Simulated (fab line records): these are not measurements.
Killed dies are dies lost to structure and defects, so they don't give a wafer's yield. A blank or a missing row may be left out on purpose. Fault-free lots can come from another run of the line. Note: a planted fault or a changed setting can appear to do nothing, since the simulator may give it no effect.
fab line records	flow n5Finfet
[record] lots = 7	wafers = 19	lastDay = 18
route steps=1938 shown BEOL_M3@959 BEOL_M4@1111 PASSIVATION@1936
lots with no fault: from the same line, run without faults
startH: hours from the record's first day to the start of the lot's first wafer shown	waitH: hours from the lot's prior step to this one	" as in the row above	L1.1+2: a row that stands for several wafers	- no value present, or no start provided	* or withheld: withheld	< > ~ a bound
route shown NAME@n: a module of which the file shows steps, and the number in the route of the first	usual: mean and standard deviation over wafers with no fault	same: alike in all rows	chamber/n: place in a boat	sites: readings site by site	_std_site: the standard deviation of these	_edge_site: inner sites' mean taken away from outer sites' mean	radiusMm: for every site, how far away it sits from the centre of the wafer	mask NAME#n: copy n	behind: the last tool/chamber to shape the wafer	hold: the reason the lot was held/the length of the hold in hours/how it ended	device: the n, p or np transistor that did not switch	end of line: tests run on the same wafers once the route is complete	for a step that has no rows: nothing shown but its recipe	killed: dies that structure and defects cost at the first sort, which is not the same as the wafer's yield	map: dies across one wafer; x = killed, . = not, _ = none there
set.NAME: the setting that was run; set.NAME@STEP: the one run at that earlier step	model.NAME: the simulator's own value behind a step, which no gauge read
lots seen at some steps along the route; tables by step, rows by wafer
services: a tool's chamber out of use, with start hour (startH, from the record's first day; less than 0 if before it), hours out, and reason
[[steps]]
[step N5_BEOL_M3_COAT_76]
[recipe] resist = underlayer	tempC = 205	timeS = 60	spinRpm = 1500	resistThkNm = 5
[step N5_BEOL_M3_COAT_22]
[recipe] resist = CAR-EUV	spinRpm = 1500	resistThkNm = 30
[step N5_BEOL_M3_EBR_24]
[recipe] solvent = PGMEA	ebrWidthMm = 1.5
[step N5_BEOL_M3_SOFTBAKE_23]
[recipe] tempC = 110	timeS = 60	resist = CAR-EUV
[step N5_BEOL_M3_EXPOSE_25]
[recipe] maskId = V2	na = 0.33	sourceShape = quasar	sigmaInner = 0.2	sigmaOuter = 0.8	polarization = unpolarized	defocusNm = 5	doseMj = 63
[step N5_BEOL_M3_PEB_26]
[recipe] pebTempC = 100	pebTimeS = 60	resist = CAR-EUV
[step N5_BEOL_M3_DEVELOP_27]
[recipe] developTimeS = 30	developer = TMAH	resist = CAR-EUV	rinseLiquid = surfactantRinse	dry = airSpin	devTempC = 23
[step N5_BEOL_M3_CD_MEAS_28]
[recipe] targetCdNm = 25.7	landingEnergyEv = 500	detector = seInlens	targetCdYNm = 23.3	polarity = opening
[usual] cdNm = 25.74/0.24
lot.wafer	tool	chamber	startH	waitH	cdNm
L112.1	cdSem-02	0	158.99	-	25.56
L112.4	"	0	"	"	25.41
L112.5	"	0	"	"	25.71
L117.4	cdSem-03	0	202.79	-	26.24
L117.5	"	0	"	"	25.56
L117.6	"	0	"	"	25.56
L122.1	cdSem-03	0	231.04	-	25.94
L122.3	"	0	"	"	25.92
L122.4	"	0	"	"	25.88
L123.4	cdSem-02	0	231.32	-	25.54
L123.5	"	0	"	"	25.79
L125.3	cdSem-02	0	245.52	-	26.10
L125.5	"	0	"	"	25.89
L126.2	cdSem-01	0	248.55	-	25.47
L126.4	"	0	"	"	25.29
L126.5	"	0	"	"	25.32
L130.2	cdSem-03	0	283.92	-	25.41
L130.4	"	0	"	"	25.57
L130.6	"	0	"	"	25.78
[step N5_BEOL_M3_OVL_MEAS_29]
[recipe] pointsPerWafer = 522
[usual] V2_OVL = 0.5/0.62
lot.wafer	tool	chamber	startH	waitH	V2_OVL[nm]
L112.1	overlay-01	0	159.03	0.0	0.5
L112.4	"	0	"	"	0.7
L112.5	"	0	"	"	0.2
L117.4	overlay-01	0	202.84	0.0	0.6
L117.5	"	0	"	"	0.8
L117.6	"	0	"	"	1.2
L122.1	overlay-01	0	231.07	0.0	0.0
L122.3	"	0	"	"	0.8
L122.4	"	0	"	"	0.9
L123.4	overlay-02	0	231.37	0.0	0.4
L123.5	"	0	"	"	0.8
L125.3	overlay-02	0	245.56	0.0	0.5
L125.5	"	0	"	"	0.1
L126.2	overlay-02	0	248.58	0.0	0.7
L126.4	"	0	"	"	1.4
L126.5	"	0	"	"	1.1
L130.2	overlay-01	0	283.95	0.0	1.4
L130.4	"	0	"	"	1.4
L130.6	"	0	"	"	1.7
[step N5_BEOL_M3_INSPECT_30]
[recipe] mode = adi	inspectInstrument = brightfield
[usual] rawDefectCount = 461/100
lot.wafer	tool	chamber	startH	waitH	rawDefectCount
L112.1	defectInspect-02	-	159.08	0.1	381
L112.4	"	-	"	"	275
L112.5	"	-	"	"	362
L117.4	defectInspect-02	-	202.89	0.0	598
L117.5	"	-	"	"	538
L117.6	"	-	"	"	815
L122.1	defectInspect-01	-	231.13	0.1	564
L122.3	"	-	"	"	695
L122.4	"	-	"	"	467
L123.4	defectInspect-02	-	231.41	0.0	406
L123.5	"	-	"	"	473
L125.3	defectInspect-01	-	245.60	0.0	358
L125.5	"	-	"	"	547
L126.2	defectInspect-02	-	248.64	0.0	349
L126.4	"	-	"	"	508
L126.5	"	-	"	"	370
L130.2	defectInspect-02	-	284.01	0.0	367
L130.4	"	-	"	"	503
L130.6	"	-	"	"	432
[step N5_BEOL_M3_DESCUM_33]
[recipe] chemistry = O2	timeS = 7	sourcePowerW = 50	biasPowerW = 20	pressureMtorr = 20	rfFrequencyHz = 2.712e+07	tempC = 40	resist = CAR-EUV	o2FlowSccm = 225
[usual] chamberPressureMTorr = 20.000/0.019	drypumpMotorCurrentA = 5.7/0.43	oesProductAu = 0.77/0.089	rfVppV = 243.2/1.4	showerheadPlenumPTorr = 2.10/0.069	tempC = 40.00/0.11	throttleValvePct = 20.44/0.25
lot.wafer	tool	chamber	startH	waitH	chamberPressureMTorr	drypumpMotorCurrentA	oesProductAu	rfHoursCounterH	rfVppV	showerheadPlenumPTorr	tempC	throttleValvePct
L112.1	rieDiel-02	0	159.12	0.0	20.002	5.9	0.68	225	241.7	1.97	39.99	20.81
L112.4	"	1	"	"	19.984	5.2	0.77	153	240.3	2.01	39.88	20.12
L112.5	"	3	"	"	19.969	6.4	0.69	-	241.8	2.08	40.11	20.54
L117.4	rieDiel-01	3	203.01	0.1	19.982	5.9	0.81	108	243.6	2.21	39.96	20.48
L117.5	"	0	"	"	19.983	5.4	0.79	-	243.0	2.13	39.93	20.80
L117.6	"	1	"	"	19.978	6.5	0.88	-	242.2	2.04	39.94	20.26
L122.1	rieDiel-01	0	231.16	0.0	20.013	5.4	0.79	97	244.2	2.13	39.98	20.81
L122.3	"	3	"	"	20.009	5.9	0.80	115	244.3	2.21	39.87	20.49
L122.4	"	2	"	"	20.045	5.6	0.70	196	244.2	2.06	40.05	20.04
L123.4	rieDiel-01	1	231.44	0.0	19.991	6.4	0.86	48	242.8	2.04	39.93	20.29
L123.5	"	3	"	"	20.022	5.9	0.81	-	245.5	2.21	39.83	20.49
L125.3	rieDiel-01	2	245.64	0.0	20.024	5.6	0.71	201	242.8	2.06	39.91	20.06
L125.5	"	0	"	"	19.994	5.4	0.78	-	244.4	2.13	39.93	20.81
L126.2	rieDiel-02	3	248.72	0.1	19.991	6.4	0.66	248	242.1	2.07	40.01	20.58
L126.4	"	1	"	"	19.981	5.2	0.74	-	242.5	2.00	40.12	20.18
L126.5	"	2	"	"	19.998	5.8	0.70	-	243.5	2.16	40.03	20.59
L130.2	rieDiel-02	1	284.04	0.0	19.994	5.2	0.73	198	241.9	2.00	39.98	20.22
L130.4	"	1	"	"	19.975	5.2	0.73	-	240.5	2.00	40.10	20.19
L130.6	"	2	"	"	20.019	5.8	0.70	-	244.6	2.16	40.06	20.63
[step N5_BEOL_M3_ETCH_77]
[recipe] chemistry = N2/H2	target = underlayer	targetDepthA = 65	maskMaterial = CAR-EUV	timeS = 5.2	ionEnergyEv = 200	pressureMtorr = 30	sourceW = 840	biasW = 150	n2FlowSccm = 200	h2FlowSccm = 200	ends = cleared
[usual] biasW = 150.1/0.45	chamberPressureMTorr = 30.00/0.041	drypumpMotorCurrentA = 5.7/0.43	etchRfOnTimeS = 5.21/0.14	oesProductAu = 0.66/0.078	rfVppV = 524.0/2.5	showerheadPlenumPTorr = 2.54/0.08	throttleValvePct = 17.83/0.21
lot.wafer	tool	chamber	startH	waitH	biasW	chamberPressureMTorr	drypumpMotorCurrentA	etchRfOnTimeS	oesProductAu	rfHoursCounterH	rfVppV	showerheadPlenumPTorr	throttleValvePct
L112.1	rieDiel-02	0	159.15	0.0	149.4	30.06	5.9	5.15	0.60	225	521.2	2.39	18.23
L112.4	"	1	"	"	150.2	29.96	5.2	5.20	0.65	153	520.1	2.45	17.62
L112.5	"	3	"	"	150.6	29.92	6.4	5.58	0.57	-	523.4	2.50	17.85
L117.4	rieDiel-01	3	203.04	0.0	149.6	30.02	5.9	5.19	0.69	108	527.5	2.64	17.64
L117.5	"	0	"	"	149.8	30.00	5.4	5.17	0.67	-	525.8	2.55	17.93
L117.6	"	1	"	"	150.3	29.97	6.5	5.19	0.75	-	522.8	2.48	17.62
L122.1	rieDiel-01	0	231.19	0.0	149.9	29.94	5.4	5.05	0.67	97	524.2	2.55	17.96
L122.3	"	3	"	"	150.2	29.99	5.9	5.20	0.69	115	528.8	2.64	17.63
L122.4	"	2	"	"	149.6	30.03	5.6	5.11	0.62	196	522.3	2.54	17.89
L123.4	rieDiel-01	1	231.47	0.0	150.8	30.01	6.5	5.30	0.72	48	522.5	2.48	17.61
L123.5	"	3	"	"	149.8	30.01	5.9	5.24	0.69	-	525.5	2.64	17.62
L125.3	rieDiel-01	2	245.67	0.0	150.5	29.97	5.6	5.23	0.61	201	525.5	2.54	17.88
L125.5	"	0	"	"	150.3	29.96	5.4	5.16	0.67	-	524.0	2.54	17.98
L126.2	rieDiel-02	3	248.75	0.0	149.3	30.02	6.4	5.48	0.55	248	523.0	2.48	17.89
L126.4	"	1	"	"	149.8	30.00	5.2	5.21	0.63	-	520.1	2.43	17.68
L126.5	"	2	"	"	149.9	30.00	5.8	5.30	0.60	-	524.7	2.63	18.12
L130.2	rieDiel-02	1	284.08	0.0	149.5	29.99	5.2	5.23	0.63	198	519.1	2.43	17.69
L130.4	"	1	"	"	149.4	30.01	5.2	5.31	0.62	-	519.6	2.43	17.71
L130.6	"	2	"	"	149.7	29.99	5.8	5.31	0.58	-	526.3	2.63	18.13
[step N5_BEOL_M3_ETCH_69]
[recipe] chemistry = CF4	target = SiARC	targetDepthA = 156	maskMaterial = CAR-EUV	timeS = 26	ionEnergyEv = 80	pressureMtorr = 40	sourceW = 545	biasW = 36	Ar_flow_sccm = 100	cf4FlowSccm = 100	ends = cleared
[usual] biasW = 36.00/0.1	chamberPressureMTorr = 40.00/0.035	drypumpMotorCurrentA = 5.7/0.43	etchRfOnTimeS = 26.0/0.59	oesProductAu = 0.66/0.076	rfVppV = 184.1/1.1	showerheadPlenumPTorr = 2.14/0.066	throttleValvePct = 15.61/0.24
lot.wafer	tool	chamber	startH	waitH	biasW	chamberPressureMTorr	drypumpMotorCurrentA	etchRfOnTimeS	oesProductAu	rfHoursCounterH	rfVppV	showerheadPlenumPTorr	throttleValvePct
L112.1	rieDiel-02	0	159.17	0.0	35.92	39.99	5.9	25.4	0.61	225	181.0	2.03	16.10
L112.4	"	1	"	"	35.86	40.01	5.2	25.3	0.66	153	183.5	2.05	15.29
L112.5	"	3	"	"	36.01	39.97	6.4	26.7	0.57	-	184.6	2.11	15.70
L117.4	rieDiel-01	3	203.06	0.0	35.94	40.00	5.9	26.0	0.70	108	184.9	2.24	15.54
L117.5	"	0	"	"	36.02	40.01	5.4	25.8	0.68	-	183.8	2.16	15.86
L117.6	"	1	"	"	36.03	40.01	6.4	26.6	0.74	-	183.1	2.10	15.44
L122.1	rieDiel-01	0	231.21	0.0	35.89	40.00	5.4	25.8	0.68	97	185.6	2.16	15.89
L122.3	"	3	"	"	35.89	39.98	5.9	20.1	0.82	115	185.2	2.24	15.54
L122.4	"	2	"	"	36.02	40.01	5.6	26.0	0.61	196	184.2	2.13	15.46
L123.4	rieDiel-01	1	231.49	0.0	35.88	40.02	6.4	26.6	0.73	48	183.3	2.10	15.47
L123.5	"	3	"	"	36.15	39.94	5.9	19.8	0.82	-	186.1	2.24	15.57
L125.3	rieDiel-01	2	245.69	0.0	36.06	39.99	5.6	19.7	0.72	201	184.3	2.13	15.49
L125.5	"	0	"	"	36.12	40.06	5.4	19.8	0.78	-	183.0	2.16	15.89
L126.2	rieDiel-02	3	248.77	0.0	35.86	39.98	6.4	27.2	0.55	248	183.8	2.10	15.75
L126.4	"	1	"	"	35.88	39.98	5.2	26.0	0.63	-	182.1	2.04	15.36
L126.5	"	2	"	"	35.92	40.03	5.8	26.3	0.60	-	185.4	2.20	15.78
L130.2	rieDiel-02	1	284.09	0.0	36.10	39.97	5.2	25.9	0.62	198	184.1	2.04	15.37
L130.4	"	1	"	"	36.00	39.91	5.2	26.1	0.62	-	182.5	2.04	15.39
L130.6	"	2	"	"	36.05	40.03	5.8	26.4	0.59	-	184.1	2.19	15.82
[step N5_BEOL_M3_ALD_98]
[recipe] material = SiO2	targetThkA = 25	tempC = 100	aldPrecursorFamily = BDEAS	aldCoReactant = O2-plasma	pulseTimeS = 1	coReactantPulseTimeS = 1	purgeTimeS = 2	coReactantPurgeTimeS = 2	aldCycles = 17	pressureTorr = 2
[usual] heaterPowerW = 82/8.7	precursorPulseHeightRel = 1.001/0.019	susceptorTempC = 100.00/0.14
lot.wafer	tool	chamber	startH	waitH	heaterPowerW	precursorPulseHeightRel	susceptorTempC
L112.1	aldSin-03	3	159.25	0.1	76	0.971	100.13
L112.4	"	0	"	"	70	0.998	100.04
L112.5	"	3	"	"	78	1.010	100.22
L117.4	aldSin-04	0	203.14	0.1	68	1.046	100.14
L117.5	"	0	"	"	68	0.986	100.20
L117.6	"	1	"	"	90	0.975	99.97
L122.1	aldSin-01	2	231.29	0.1	93	1.012	99.74
L122.3	"	0	"	"	86	1.035	99.78
L122.4	"	3	"	"	79	0.974	100.07
L123.4	aldSin-01	0	231.57	0.1	81	1.033	99.84
L123.5	"	2	"	"	94	0.998	100.04
L125.3	aldSin-03	1	245.77	0.1	95	0.991	100.15
L125.5	"	3	"	"	79	0.996	99.97
L126.2	aldSin-03	1	248.96	0.2	90	1.010	99.95
L126.4	"	0	"	"	71	0.990	99.95
L126.5	"	3	"	"	79	0.980	100.11
L130.2	aldSin-01	0	284.17	0.1	84	1.007	100.09
L130.4	"	1	"	"	71	1.039	100.13
L130.6	"	1	"	"	72	1.007	99.92
[step N5_BEOL_M4_RC_MEAS_101]
[usual] DIBL_N = 36.5/1.8	DIBL_P = 36.5/2.1	IOFF_N = 0.17/0.031	IOFF_P = 0.22/0.036	ION_N = 677/11	ION_P = 463/8	SS_N = 71.6/0.61	SS_P = 73.3/0.63	VT_N = 249/3.1	VT_P = -250/3.3
lot.wafer	tool	chamber	startH	waitH	DIBL_N[mV/V]	DIBL_P[mV/V]	IOFF_N[nA/um]	IOFF_P[nA/um]	ION_N[uA/um]	ION_P[uA/um]	SS_N[mV/dec]	SS_P[mV/dec]	VT_N[mV]	VT_P[mV]
L112.1	prober-02	0	182.56	0.0	39.1	39.7	0.20	0.22	688	466	71.6	74.0	247	-250
L112.4	"	0	"	"	38.0	38.9	0.18	0.21	693	463	72.3	74.4	246	-253
L112.5	"	0	"	"	40.0	40.0	0.21	0.24	696	470	71.4	74.2	241	-251
L117.4	prober-02	0	220.07	0.5	37.5	36.9	0.17	0.23	663	458	71.9	73.8	247	-250
L117.5	"	0	"	"	36.4	36.5	0.18	0.23	679	465	72.2	73.8	246	-251
L117.6	"	0	"	"	40.7	41.4	0.26	0.32	690	471	73.4	74.5	243	-245
L122.1	prober-02	0	247.44	0.0	38.2	39.1	0.18	0.22	683	463	71.7	74.0	247	-251
L122.3	"	0	"	"	36.5	37.7	0.17	0.20	686	466	71.3	72.8	247	-253
L122.4	"	0	"	"	37.4	38.5	0.19	0.22	699	468	71.8	74.9	246	-252
L123.4	prober-01	0	253.08	0.5	37.4	38.1	0.18	0.25	676	462	71.0	73.8	248	-248
L123.5	"	0	"	"	35.3	34.5	0.14	0.19	659	458	71.3	72.6	250	-250
L125.3	prober-01	0	271.77	0.3	36.1	36.4	0.15	0.20	671	461	71.2	72.8	250	-251
L125.5	"	0	"	"	37.0	36.9	0.16	0.21	677	463	71.9	72.8	251	-249
L126.2	prober-01	0	274.33	0.2	38.6	37.9	0.22	0.26	702	480	71.5	73.9	243	-246
L126.4	"	0	"	"	38.3	36.5	0.21	0.24	681	455	72.2	73.4	244	-246
L126.5	"	0	"	"	38.3	37.3	0.22	0.25	700	475	71.7	74.0	244	-247
L130.2	prober-02	0	309.22	0.2	34.6	35.8	0.16	0.22	682	470	71.6	72.5	250	-248
L130.4	"	0	"	"	32.1	32.2	0.11	0.17	672	471	70.5	72.7	251	-250
L130.6	"	0	"	"	32.7	32.7	0.12	0.18	651	462	70.2	72.6	252	-247
[step N5_PASSIVATION_PROBE_49]
[usual] defectLimitedYield = 91.4/1.5	killed_at_M0_to_M3 = 35/11	killed_at_M4_up = 16/7	killedAtContacts = 11/5.3	killedAtFrontEnd = 37/11	killedAtOther = 3.1/2.8	killedDies = 102/18	killedOpen = 69/15	killedShort = 31/7.8	sort_bin_5_function = 5.1/1.1	sort_bin_6_memory = 3.2/0.69	sortNPass = 1078/18	sortYieldPct = 91.4/1.5
[same] grossDies = 1180	killedAtBackSide = 0	sort_bin_4_leakage[%] = 0	sort_bin_8_speed[%] = 0
lot.wafer	tool	chamber	startH	waitH	defectLimitedYield[%]	killed_at_M0_to_M3	killed_at_M4_up	killedAtContacts	killedAtFrontEnd	killedAtOther	killedDies	killedOpen	killedShort	sort_bin_5_function[%]	sort_bin_6_memory[%]	sortNPass	sortYieldPct[%]
L117.4	prober-01	-	330.15	0.2	91.5	17	18	16	36	13	100	66	27	4.4	3.5	1080	91.5
L117.6	prober-01	-	330.25	0.3	92.2	35	14	7	32	4	92	52	35	4.3	2.8	1088	92.2
L122.1	prober-02	-	350.79	0.0	90.0	55	24	5	31	3	118	90	28	5.9	3.7	1062	90.0
L122.3	prober-02	-	350.89	0.1	90.3	45	22	14	30	3	114	82	30	5.6	3.9	1066	90.3
L122.4	prober-02	-	350.94	0.2	91.5	36	26	13	22	3	100	67	33	4.7	3.6	1080	91.5
L123.5	prober-01	-	356.80	0.2	90.8	31	13	9	50	5	108	72	35	5.3	3.6	1072	90.8
L126.2	prober-02	-	383.24	0.1	90.4	45	9	8	51	0	113	72	38	5.3	3.6	1067	90.4
L126.4	prober-02	-	383.34	0.2	90.1	42	20	3	42	10	117	82	32	5.7	4.2	1063	90.1
L126.5	prober-02	-	383.39	0.2	92.0	37	16	4	36	1	94	73	20	4.2	3.6	1086	92.0
L130.2	prober-01	-	425.03	0.1	91.2	26	22	11	44	1	104	75	28	4.6	4.2	1076	91.2
L130.4	prober-01	-	425.13	0.2	90.5	25	15	13	57	2	112	86	25	6.0	3.1	1068	90.5
L130.6	prober-01	-	425.23	0.3	90.2	30	16	15	51	4	116	78	38	6.1	3.3	1064	90.2
// killed by level:class
L117.4 STI_FIN_REVEAL:geometricParticle:open=13 MOL_CONTACT_COAG:geometricParticle:open=13 BEOL_M3:geometricParticle:open=5 BEOL_M4:geometricParticle:open=5 GATE_CUT:geometricParticle:short=4 BEOL_M0_SAQP:geometricParticle:short=4 BEOL_M2:geometricParticle:open=4 BEOL_M7:geometricParticle:open=4
L117.6 BEOL_M1:geometricParticle:open=11 BEOL_M0_SAQP:geometricParticle:short=7 FIN_SAQP:geometricParticle:short=6 MOL_CONTACT_COAG:geometricParticle:open=5 BEOL_M1:geometricParticle:short=5 BEOL_M3:geometricParticle:open=5 BEOL_M7:geometricParticle:open=5 DUMMY_GATE:geometricParticle:open=4
L122.1 BEOL_M1:geometricParticle:open=21 BEOL_M4:geometricParticle:open=16 BEOL_M3:geometricParticle:open=14 STI_FIN_REVEAL:geometricParticle:open=8 BEOL_M0_SAQP:geometricParticle:short=6 FIN_SAQP:geometricParticle:short=5 BEOL_M0_SAQP:geometricParticle:open=5 DUMMY_GATE:geometricParticle:open=4
L122.3 BEOL_M4:geometricParticle:open=13 BEOL_M2:geometricParticle:open=11 MOL_CONTACT_COAG:geometricParticle:open=10 FIN_SAQP:geometricParticle:open=9 BEOL_M0_SAQP:geometricParticle:short=8 BEOL_M1:geometricParticle:open=8 BEOL_M3:geometricParticle:open=7 BEOL_M0_SAQP:geometricParticle:open=5
L122.4 BEOL_M4:geometricParticle:open=13 MOL_CONTACT_COAG:geometricParticle:open=11 FIN_SAQP:geometricParticle:short=7 BEOL_M1:geometricParticle:open=7 BEOL_M3:geometricParticle:open=7 BEOL_M0_SAQP:geometricParticle:short=6 BEOL_M0_SAQP:geometricParticle:open=5 BEOL_M5:geometricParticle:open=5
L123.5 FIN_SAQP:geometricParticle:open=16 FIN_SAQP:geometricParticle:short=11 BEOL_M2:geometricParticle:open=8 BEOL_M1:geometricParticle:open=7 MOL_CONTACT_COAG:geometricParticle:open=6 BEOL_M0_SAQP:geometricParticle:short=6 GATE_CUT:geometricParticle:open=5 BEOL_M4:geometricParticle:open=5
L126.2 GATE_CUT:geometricParticle:short=13 BEOL_M1:geometricParticle:open=12 STI_FIN_REVEAL:geometricParticle:open=10 BEOL_M2:geometricParticle:open=10 DUMMY_GATE:geometricParticle:open=8 MOL_CONTACT_COAG:geometricParticle:open=8 BEOL_M3:geometricParticle:open=7 FIN_SAQP:geometricParticle:open=5
L126.4 BEOL_M3:geometricParticle:open=11 BEOL_M2:geometricParticle:open=9 BEOL_M4:geometricParticle:open=9 FIN_SAQP:geometricParticle:open=8 BEOL_M1:geometricParticle:open=6 FIN_SAQP:geometricParticle:short=5 STI_FIN_REVEAL:geometricParticle:open=5 ILD0:geometricParticle:open=4
L126.5 BEOL_M1:geometricParticle:open=13 BEOL_M2:geometricParticle:open=10 FIN_SAQP:geometricParticle:open=7 BEOL_M4:geometricParticle:open=7 FIN_SAQP:geometricParticle:short=6 STI_FIN_REVEAL:geometricParticle:open=5 DUMMY_GATE:geometricParticle:open=5 BEOL_M0_SAQP:geometricParticle:open=5
L130.2 STI_FIN_REVEAL:geometricParticle:open=12 MOL_CONTACT_COAG:geometricParticle:open=10 FIN_SAQP:geometricParticle:open=8 BEOL_M0_SAQP:geometricParticle:short=7 BEOL_M0_SAQP:geometricParticle:open=6 BEOL_M4:geometricParticle:open=6 BEOL_M5:geometricParticle:open=6 FIN_SAQP:geometricParticle:short=5
L130.4 FIN_SAQP:geometricParticle:open=22 MOL_CONTACT_COAG:geometricParticle:open=12 STI_FIN_REVEAL:geometricParticle:open=11 BEOL_M2:geometricParticle:open=9 BEOL_M0_SAQP:geometricParticle:open=8 DUMMY_GATE:geometricParticle:open=5 STI_FIN_REVEAL:geometricParticle:short=4 ILD0:geometricParticle:short=4
L130.6 STI_FIN_REVEAL:geometricParticle:open=16 BEOL_M0_SAQP:geometricParticle:short=16 MOL_CONTACT_COAG:geometricParticle:open=14 FIN_SAQP:geometricParticle:open=9 FIN_SAQP:geometricParticle:short=8 BEOL_M0_SAQP:geometricParticle:open=5 STI_FIN_REVEAL:geometricParticle:short=4 BEOL_M1:geometricParticle:open=4
[[services]]
tool	chamber	startH	hours	kind
aldSin-01	0	144.35	15.5	repair
rieDiel-01	-	165.45	15.6	pm
aldSin-03	1	166.43	8.9	repair
aldSin-04	-	176.75	14.0	pm
aldSin-03	1	217.86	2.9	repair
rieDiel-02	0	230.12	-	clean
rieDiel-02	0	230.12	-	consumableReplace:focusRing
rieDiel-02	0	230.12	-	consumableReplace:showerhead
rieDiel-02	0	230.12	22.2	scheduledDown
rieDiel-02	0	230.12	22.2	ventCycle
aldSin-01	0	248.38	10.8	repair
rieDiel-02	3	253.91	-	clean
rieDiel-02	3	253.91	-	consumableReplace:focusRing
rieDiel-02	3	253.91	32.5	scheduledDown
rieDiel-02	3	253.91	32.5	ventCycle
aldSin-04	0	256.46	6.5	repair
aldSin-03	-	268.25	14.0	pm
aldSin-03	0	268.25	14.0	ventCycle
aldSin-03	1	268.25	14.0	ventCycle
aldSin-03	2	268.25	14.0	ventCycle
aldSin-03	3	268.25	14.0	ventCycle
aldSin-03	0	282.25	-	clean
aldSin-03	1	282.25	-	clean
aldSin-03	2	282.25	-	clean
[[key]]
[firstSign] step = N5_BEOL_M3_ETCH_69	reading = etchRfOnTimeS	direction = down	sigmas = 10	usual = *	struck = *
effect none on later readings
metAt N5_BEOL_M3_ETCH_69
struckWafers L122.3,L123.5,L125.3,L125.5
onsetBetween 203.06 231.21
[fault] kind = processParameterDrift	tool = rieDiel-01	chamber = -	onsetH = 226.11	steps = N5_BEOL_M3_ETCH_69	channel = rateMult	offset = 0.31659	shape = step	endH = 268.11	scope = struckWafersOnly
